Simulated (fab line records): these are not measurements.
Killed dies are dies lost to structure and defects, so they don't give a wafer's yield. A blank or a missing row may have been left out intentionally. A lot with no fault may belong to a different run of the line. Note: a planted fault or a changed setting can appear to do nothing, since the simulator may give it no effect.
fab line records	flow nandHarc
record lots=13	wafers=39	lastDay=25
route steps=1159 shown A_CHANNEL_HOLE_D1@487 A_CHANNEL_FILL_D1@494 END@1159
lots that met no fault: taken from a fault-free run of the same line
startH: hours from the record's opening day to when the first of the lot's shown wafers began	waitH: how many hours have passed since the lot's step before this one	" same as the row above	L1.1+2: several wafers, shown together as one row	- either no value or no given start	* or withheld: withheld	< > ~ a bound
route shown NAME@n: names a module that has steps shown in the file, with the first one's number in the route	usual: mean/standard deviation taken from wafers without a fault	same: alike in all rows	chamber/n: place in a boat	sites: readings site by site	_std_site: standard deviation of those values	_edge_site: inner sites' mean taken away from outer sites' mean	radiusMm: for every site, how far away it sits from the centre of the wafer	mask NAME#n: copy n	behind: the tool/chamber that last shaped the wafer	hold: reason for holding the lot/hours on hold/outcome of the hold	device: the n, p or np transistor that did not switch	end of line: tests run on the same wafers once the route is complete	for a step that has no rows: nothing shown but its recipe	killed: dies that structure and defects cost at the first sort, which is not the same as the wafer's yield	map: a wafer's dies, x killed, . not, _ none there
set.NAME: the run value of the setting; set.NAME@STEP: its run value at that earlier step	model.NAME: the simulator's own value behind a step, which no gauge read
the route's steps for a sample of lots (tables are steps, rows are wafers)
services: a tool's chamber out of use, with start hour (startH, from the record's first day; less than 0 if before it), hours out, and reason
## steps
# step NHARC_A_CHANNEL_HOLE_D1_CD_MEAS_30
# usual cdNm=90.4/1.7
lot.wafer	tool	chamber	startH	waitH	cdNm
L368.1	cdSem-03	-	179.62	-	91.3
L368.2	"	-	"	"	88.5
L368.3	"	-	"	"	93.2
L372.2	cdSem-02	-	199.80	-	92.8
L372.3	"	-	"	"	88.4
L372.6	"	-	"	"	91.6
L370.1	cdSem-03	-	199.92	-	90.4
L370.2	"	-	"	"	89.2
L370.6	"	-	"	"	89.5
L369.1	cdSem-01	-	203.95	-	90.7
L369.3	"	-	"	"	92.4
L369.5	"	-	"	"	90.9
L371.3	cdSem-03	-	209.07	-	88.9
L371.4	"	-	"	"	87.6
L371.6	"	-	"	"	87.9
L374.3	cdSem-03	-	222.87	-	90.9
L374.4	"	-	"	"	92.0
L374.6	"	-	"	"	89.0
L377.1	cdSem-03	-	243.24	-	89.8
L377.5	"	-	"	"	90.6
L377.6	"	-	"	"	91.2
L381.1	cdSem-03	-	273.11	-	89.7
L381.2	"	-	"	"	92.7
L381.4	"	-	"	"	88.1
L378.2	cdSem-03	-	273.41	-	92.8
L378.5	"	-	"	"	91.8
L378.6	"	-	"	"	88.4
L383.1	cdSem-01	-	286.47	-	93.1
L383.3	"	-	"	"	89.6
L383.5	"	-	"	"	87.5
L387.1	cdSem-01	-	294.75	-	88.4
L387.3	"	-	"	"	88.7
L387.6	"	-	"	"	89.4
L386.1	cdSem-01	-	295.66	-	92.5
L386.3	"	-	"	"	90.0
L386.4	"	-	"	"	89.7
L390.1	cdSem-02	-	323.38	-	89.1
L390.3	"	-	"	"	88.9
L390.4	"	-	"	"	92.8
# step NHARC_A_CHANNEL_FILL_D1_ALD_14
# recipe targetThkA=25	pulseTimeS=10	aldCycles=25	tempC=300	material=SiO2
# usual heaterPowerW=475/46	precursorPulseHeightRel=0.997/0.02
# same pulseTimeS=10
lot.wafer	tool	chamber	startH	waitH	heaterPowerW	precursorPulseHeightRel	sinceWetCleanH
L368.1	aldHk-02	1	187.00	0.0	544	1.005	75
L368.2	"	2	"	"	576	0.958	75
L368.3	"	0	"	"	459	0.988	75
L372.3	aldHk-02	2	208.48	0.1	576	1.005	97
L372.2	"	3	"	"	503	0.997	97
L372.6	"	2	"	"	550	1.008	-
L370.1	aldHk-01	0	208.48	0.1	498	0.991	147
L370.2	"	2	"	"	499	1.010	147
L370.6	"	0	"	"	480	0.987	-
L369.3	aldHk-02	1	211.42	0.1	520	0.997	99
L369.1	"	2	"	"	568	0.996	100
L369.5	"	1	"	"	521	0.983	-
L371.4	aldHk-02	0	216.48	0.0	458	1.003	105
L371.3	"	1	"	"	532	0.984	105
L371.6	"	0	"	"	445	0.992	-
L374.4	aldHk-04	2	231.89	0.0	461	0.975	30
L374.3	"	1	"	"	404	0.980	30
L374.6	"	3	"	"	457	0.988	-
L377.1	aldHk-01	1	250.69	0.1	374	1.014	11
L377.6	"	0	"	"	495	0.991	-
L377.5	"	1	"	"	386	1.002	-
L378.2	aldHk-01	1	281.01	0.6	386	0.999	41
L378.6	"	3	"	"	455	0.983	-
L378.5	"	0	"	"	502	1.011	-
L381.1	aldHk-01	2	281.16	0.7	495	0.993	41
L381.2	"	3	"	"	461	1.009	41
L381.4	"	0	"	"	485	0.993	41
L383.3	aldHk-02	2	293.14	0.1	555	1.014	3
L383.1	"	3	"	"	471	1.003	3
L383.5	"	0	"	"	465	0.981	-
L386.4	aldHk-01	0	302.18	0.1	503	1.040	62
L386.1	"	1	"	"	382	0.996	62
L386.3	"	3	"	"	445	1.002	62
L387.3	aldHk-02	0	302.22	0.1	454	1.006	12
L387.1	"	2	"	"	549	0.964	12
L387.6	"	0	"	"	463	1.011	-
L390.4	aldHk-04	2	330.79	0.0	478	0.987	129
L390.1	"	0	"	"	485	1.019	129
L390.3	"	1	"	"	422	0.987	129
# step NHARC_A_CHANNEL_FILL_D1_STRIP_28
# recipe timeS=20	o2FlowSccm=500	arFlowSccm=0	biasW=0	chemistry=O2
# usual drypumpMotorCurrentA=5.6/0.63	o2FlowSccm=500.1/1.6	oesProductAu=1.001/0.014	rfVppV=57.9/0.91	showerheadPlenumPTorr=3.57/0.14	throttleValvePct=17.036/0.0081
lot.wafer	tool	chamber	startH	waitH	drypumpMotorCurrentA	o2FlowSccm	oesProductAu	rfHoursCounterH	rfVppV	showerheadPlenumPTorr	throttleValvePct
L368.3	rieDiel-13	2	204.94	0.1	5.9	500.6	1.003	17	57.4	3.51	17.028
L368.1	"	3	"	"	5.9	497.7	1.005	14	57.4	3.58	17.030
L368.2	"	1	"	"	5.5	501.0	1.013	19	57.7	3.69	17.037
L372.3	rieDiel-12	3	225.49	0.1	6.3	497.4	0.988	1	57.5	3.80	17.031
L372.2	"	1	"	"	5.2	501.3	1.004	1	59.1	3.69	17.026
L372.6	"	2	"	"	4.7	497.1	0.995	-	58.2	3.51	17.041
L370.2	rieDiel-03	1	225.49	0.1	5.4	501.7	0.993	0	57.5	3.53	17.030
L370.1	"	3	"	"	6.9	501.0	1.015	0	57.2	3.40	17.025
L370.6	"	3	"	"	6.8	499.9	1.017	-	58.4	3.40	17.043
L369.1	rieDiel-12	0	230.25	0.1	5.1	501.4	1.004	1	57.4	3.64	17.038
L369.3	"	2	"	"	4.7	500.1	0.991	1	58.9	3.51	17.033
L369.5	"	0	"	"	5.1	500.5	1.012	-	58.9	3.64	17.026
L371.3	rieDiel-13	1	233.41	0.1	5.6	500.5	1.011	24	58.8	3.69	17.042
L371.4	"	0	"	"	5.7	499.6	0.988	-	57.0	3.30	17.017
L371.6	"	1	"	"	5.6	503.2	1.011	-	58.8	3.69	17.034
L374.4	rieDiel-12	3	250.32	0.1	6.3	498.5	0.990	1	60.8	3.80	17.045
L374.3	"	1	"	"	5.2	500.3	1.006	2	57.7	3.68	17.038
L374.6	"	3	"	"	6.2	502.2	0.990	-	59.5	3.80	17.035
L377.1	rieDiel-13	3	267.94	0.1	5.8	500.0	0.994	25	58.4	3.57	17.047
L377.6	"	3	"	"	5.8	498.7	0.987	-	57.4	3.57	17.030
L377.5	"	0	"	"	5.7	502.7	0.988	-	57.0	3.29	17.035
L381.1	rieDiel-12	0	298.19	0.1	5.1	498.5	1.031	1	58.0	3.64	17.032
L381.2	"	1	"	"	5.2	500.1	1.005	2	59.0	3.68	17.051
L381.4	"	3	"	"	6.2	502.7	0.993	2	58.6	3.80	17.035
L378.2	rieDiel-03	2	298.20	0.1	6.0	500.4	0.985	4	57.1	3.53	17.017
L378.5	"	2	"	"	6.0	500.0	0.991	-	57.5	3.53	17.041
L378.6	"	3	"	"	6.9	498.2	1.032	-	57.7	3.40	17.052
L383.1	rieDiel-12	2	310.57	0.1	4.7	499.9	1.015	2	58.1	3.50	17.047
L383.3	"	3	"	"	6.2	502.7	0.980	2	59.5	3.80	17.045
L383.5	"	1	"	"	5.2	503.5	0.998	-	58.3	3.69	17.038
L387.1	rieDiel-13	2	319.35	0.1	5.8	499.4	1.012	9	57.0	3.50	17.035
L387.3	"	1	"	"	5.5	498.5	0.977	8	56.8	3.68	17.040
L387.6	"	2	"	"	5.8	501.0	1.015	-	57.3	3.50	17.037
L386.4	rieDiel-12	1	319.36	0.1	5.2	499.2	0.988	2	59.0	3.68	17.042
L386.3	"	2	"	"	4.7	498.8	0.997	2	58.0	3.50	17.025
L386.1	"	0	"	"	5.1	501.0	1.018	2	57.7	3.64	17.039
L390.1	rieDiel-12	3	348.11	0.1	6.2	500.4	0.991	4	58.4	3.80	17.050
L390.4	"	0	"	"	5.1	500.9	1.025	3	57.0	3.64	17.040
L390.3	"	2	"	"	4.7	501.0	1.005	3	58.0	3.50	17.035
# step NHARC_A_CHANNEL_FILL_D1_CVD_05
# recipe targetThkA=50	tempC=550	material=poly-Si
# usual spikeTcBottomC=570.4/1.5	spikeTcCentreC=551.2/1.1	spikeTcLowerC=550.3/1.1
lot.wafer	tool	chamber	startH	waitH	spikeTcBottomC	spikeTcCentreC	spikeTcLowerC
L368.1	lpcvdPoly-04	0	207.48	2.4	567.3	550.6	551.7
L368.2	"	0	"	"	569.6	549.4	549.7
L368.3	"	0	"	"	570.1	550.4	549.2
L370.1	lpcvdPoly-03	0	227.96	2.3	572.5	551.3	549.0
L370.2	"	0	"	"	571.7	553.1	548.3
L370.6	"	0	"	"	570.7	553.3	549.1
L372.2	lpcvdPoly-03	0	227.96	2.3	571.1	550.1	549.5
L372.3	"	0	"	"	571.5	551.1	549.6
L372.6	"	0	"	"	573.4	552.9	549.4
L369.1	lpcvdPoly-01	0	232.80	2.4	569.6	550.4	549.3
L369.3	"	0	"	"	569.5	552.1	549.4
L369.5	"	0	"	"	571.5	550.2	552.0
L371.3	lpcvdPoly-04	0	235.96	2.4	570.7	551.1	549.5
L371.4	"	0	"	"	570.6	553.0	550.2
L371.6	"	0	"	"	570.9	551.0	550.1
L374.3	lpcvdPoly-01	0	252.86	2.4	569.2	551.5	551.5
L374.4	"	0	"	"	568.1	550.2	550.4
L374.6	"	0	"	"	569.2	549.7	550.1
L377.1	lpcvdPoly-01	-	270.49	2.4	-	-	-
L377.5	"	-	"	"	-	-	-
L377.6	"	-	"	"	-	-	-
L378.2	lpcvdPoly-01	-	300.74	2.4	-	-	-
L378.5	"	-	"	"	-	-	-
L378.6	"	-	"	"	-	-	-
L381.1	lpcvdPoly-01	-	300.74	2.4	-	-	-
L381.2	"	-	"	"	-	-	-
L381.4	"	-	"	"	-	-	-
L383.1	lpcvdPoly-01	0	313.11	2.4	570.3	551.3	551.0
L383.3	"	0	"	"	569.7	549.2	552.4
L383.5	"	0	"	"	570.7	548.9	551.0
L386.1	lpcvdPoly-01	0	321.90	2.4	570.2	549.8	551.4
L386.3	"	0	"	"	568.9	549.8	548.9
L386.4	"	0	"	"	570.3	550.5	551.4
L387.1	lpcvdPoly-01	0	321.90	2.4	569.8	551.3	551.4
L387.3	"	0	"	"	569.5	550.4	549.9
L387.6	"	0	"	"	569.2	551.3	551.0
L390.1	lpcvdPoly-01	0	350.65	2.4	568.5	550.7	552.5
L390.3	"	0	"	"	571.4	552.6	550.1
L390.4	"	0	"	"	570.0	550.6	550.9
# step NHARC_END_SORT_01
# recipe tempC=25
# usual killedAtArray=29/10	killedAtOther=0.7/1.1	killedAtPeriphery=3.3/2.4	killedDies=33/11	killedOpen=3.3/2	killedShort=1.9/1.3
# same grossDies=677
lot.wafer	tool	chamber	startH	waitH	killedAtArray	killedAtOther	killedAtPeriphery	killedDies	killedOpen	killedShort
L377.1	prober-01	0	505.89	2.5	676	0	1	677	2	3
L377.5	prober-01	0	509.10	3.7	675	0	2	677	4	2
L377.6	prober-01	0	509.91	4.0	677	0	0	677	1	1
L381.1	prober-02	0	549.52	2.5	673	0	4	677	5	2
L381.2	prober-02	0	550.32	2.8	672	1	4	677	5	2
L381.4	prober-02	0	551.91	3.4	672	0	5	677	5	1
L378.2	prober-01	0	550.37	2.8	671	2	4	677	2	0
L378.5	prober-01	0	552.77	3.7	669	1	7	677	9	2
L378.6	prober-01	0	553.57	4.0	671	1	5	677	2	1
# killed by level:class
L377.1 A_CHANNEL_FILL_D1:areaCvd=646 A_CHANNEL_HOLE_D1:chamberFilmFlake=18 A_STAIRCASE:chamberFilmFlake=6 A_WL_FILL:geometricParticle:short=2 A_SGD_CUT:geometricParticle:open=1 A_BLC:geometricParticle:short=1 A_M1:geometricParticle:open=1 P_GATE:chamberFilmFlake=1
L377.5 A_CHANNEL_FILL_D1:areaCvd=645 A_CHANNEL_HOLE_D1:chamberFilmFlake=19 A_STAIRCASE:chamberFilmFlake=3 A_CONTACT:chamberFilmFlake=3 P_CONTACT:geometricParticle:open=1 P_M0:geometricParticle:short=1 A_ONON_D1:geometricParticle:short=1 A_ONON_D1:geometricParticle:open=1
L377.6 A_CHANNEL_FILL_D1:areaCvd=650 A_CHANNEL_HOLE_D1:chamberFilmFlake=19 A_STAIRCASE:chamberFilmFlake=4 A_CONTACT:chamberFilmFlake=2 A_CHANNEL_FILL_D1:geometricParticle:short=1 A_CONTACT:geometricParticle:open=1
L381.1 A_CHANNEL_FILL_D1:areaCvd=633 A_CHANNEL_HOLE_D1:chamberFilmFlake=25 A_STAIRCASE:chamberFilmFlake=7 A_M0:geometricParticle:open=3 P_CONTACT:chamberFilmFlake=2 P_GATE:geometricParticle:open=1 A_SOURCE_PLATE:geometricParticle:open=1 A_SOURCE_PLATE:geometricParticle:short=1
L381.2 A_CHANNEL_FILL_D1:areaCvd=637 A_CHANNEL_HOLE_D1:chamberFilmFlake=22 A_STAIRCASE:chamberFilmFlake=5 A_CONTACT:geometricParticle:open=3 A_WL_FILL:geometricParticle:short=2 P_STI:chamberFilmFlake=2 P_GATE:geometricParticle:open=1 A_SGD_CUT:geometricParticle:open=1
L378.2 A_CHANNEL_FILL_D1:areaCvd=642 A_SLIT:chamberFilmFlake=14 A_CHANNEL_HOLE_D1:chamberFilmFlake=9 A_CONTACT:chamberFilmFlake=5 THIN_TSV:chamberFilmFlake=2 P_CONTACT:geometricParticle:open=1 A_SOURCE_PLATE:geometricParticle:open=1 P_STI:chamberFilmFlake=1
L381.4 A_CHANNEL_FILL_D1:areaCvd=645 A_CHANNEL_HOLE_D1:chamberFilmFlake=18 A_STAIRCASE:chamberFilmFlake=4 P_M0:geometricParticle:open=2 P_CONTACT:chamberFilmFlake=2 A_WL_FILL:chamberFilmFlake=2 P_CONTACT:geometricParticle:open=1 A_SOURCE_PLATE:geometricParticle:open=1
L378.5 A_CHANNEL_FILL_D1:areaCvd=632 A_SLIT:chamberFilmFlake=16 A_CHANNEL_HOLE_D1:chamberFilmFlake=11 A_CONTACT:chamberFilmFlake=3 P_STI:geometricParticle:open=2 P_CONTACT:geometricParticle:open=2 P_CONTACT:chamberFilmFlake=2 A_CHANNEL_FILL_D1:geometricParticle:open=1
L378.6 A_CHANNEL_FILL_D1:areaCvd=646 A_SLIT:chamberFilmFlake=17 P_M1:chamberFilmFlake=3 A_CHANNEL_HOLE_D1:chamberFilmFlake=3 A_CONTACT:chamberFilmFlake=3 P_GATE:geometricParticle:open=1 A_SGD_CUT:geometricParticle:short=1 A_WL_FILL:geometricParticle:open=1
## services
tool	chamber	startH	hours	kind
rieDiel-13	0	175.66	35.2	repair
rieDiel-12	0	181.40	-	clean
rieDiel-12	1	181.40	-	clean
rieDiel-12	2	181.40	-	clean
rieDiel-12	3	181.40	-	clean
aldHk-04	-	187.94	3.7	repair
aldHk-04	-	191.68	10.0	pm
rieDiel-13	3	195.00	8.4	repair
rieDiel-12	-	202.40	9.0	pm
rieDiel-12	0	202.40	9.0	ventCycle
rieDiel-12	1	202.40	9.0	ventCycle
rieDiel-12	2	202.40	9.0	ventCycle
rieDiel-12	3	202.40	9.0	ventCycle
rieDiel-03	-	215.30	9.0	pm
rieDiel-12	0	224.38	5.6	repair
aldHk-01	-	229.98	10.0	pm
rieDiel-13	2	230.15	8.7	repair
aldHk-04	-	236.03	0.8	repair
rieDiel-03	3	253.44	1.3	repair
rieDiel-13	-	276.03	9.0	pm
rieDiel-12	-	277.55	20.0	repair
lpcvdPoly-04	-	315.17	26.0	pm
rieDiel-12	-	329.89	0.6	repair
rieDiel-13	1	330.24	9.6	repair
## key
firstSign step=NHARC_A_CHANNEL_FILL_D1_CVD_05	reading=toolRecord	direction=missing
effect step=NHARC_END_SORT_01	reading=killedAtArray	direction=up	sigmas=63	usual=29	struck=673
moreKillsBornAt NHARC_A_CHANNEL_FILL_D1_CVD_05@lpcvdPoly-01=5776
metAt NHARC_A_CHANNEL_FILL_D1_CVD_05
struckLots L377,L378,L381
laterRowsLeftOut L377.1,L377.5,L377.6,L378.2,L378.5,L378.6,L381.1,L381.2,L381.4
testerLeftOut L377,L378,L381
notActingAt NHARC_A_CHANNEL_HOLE_D1_CD_MEAS_30,NHARC_A_CHANNEL_FILL_D1_ALD_14,NHARC_A_CHANNEL_FILL_D1_STRIP_28
onsetBetween 252.86 270.49
fault kind=skippedStepWhole	tool=lpcvdPoly-01	chamber=-	onsetH=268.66	steps=NHARC_A_CHANNEL_FILL_D1_CVD_05	scope=struckLotsOnly
# testerLeftOut: of these lots the tester's yield and bins aren't shown, on N5 and GAA mostly nor the transistor test; their killed dies are dies lost to structure and defects alone, not to doping, threshold or leakage, so they don't give the yield
# laterRowsLeftOut: the simulator's readings of these wafers behind a module that went badly wrong aren't trusted and aren't shown, but for the sort
